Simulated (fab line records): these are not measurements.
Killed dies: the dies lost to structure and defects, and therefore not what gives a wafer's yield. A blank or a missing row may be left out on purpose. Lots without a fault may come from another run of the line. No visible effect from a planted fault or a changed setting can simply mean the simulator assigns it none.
Chamber matching    flow n5 finfet    N5_BEOL_M7_CURE_74 on uv cure-03 has 3 sister chambers
The step cures SiCOH lowk, time 240 s. 3 wafers are shown with their chamber, then 7 later ones without.

EACH WAFER AND ITS CHAMBER
wafer   chamber  wafer_temp_C_max
L082.6  1        386.4
L084.6  2        387.3
L086.3  0        386.9

WAFERS WITHOUT THEIR CHAMBER
wafer   wafer_temp_C_max
L086.6  386.9
L091.2  386.0
L091.3  386.1
L091.5  385.9
L095.2  387.0
L095.3  388.2
L095.4  386.9

EACH ONE'S CHAMBER
wafer   from the rows above           in truth
L086.6  can't be placed: 0 or 2 or 1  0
L091.2  can't be placed: 1 or 0       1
L091.3  can't be placed: 1 or 0       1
L091.5  can't be placed: 1 or 0       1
L095.2  can't be placed: 0 or 2 or 1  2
L095.3  can't be placed: 2 or 0       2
L095.4  can't be placed: 0 or 2 or 1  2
0 of 7 placed correctly. From these rows, 7 cannot be placed; in 7 the true chamber is one of the candidates. Number placed wrongly: 0.
How it was worked out, from the rows above alone: a wafer's distance from a chamber is the root of the sum, over the readings, of the square of ((its reading less the chamber's mean) divided by the reading's scatter). If the next closest chamber is less than 2 further off than the closest, the wafer can't be placed; otherwise it belongs to the closest. The mean given for a chamber averages the wafers shown for that chamber. The scatter (one wafer shown for each chamber): square how far every hidden wafer sits from the nearest shown wafer, average those squares and take the square root.
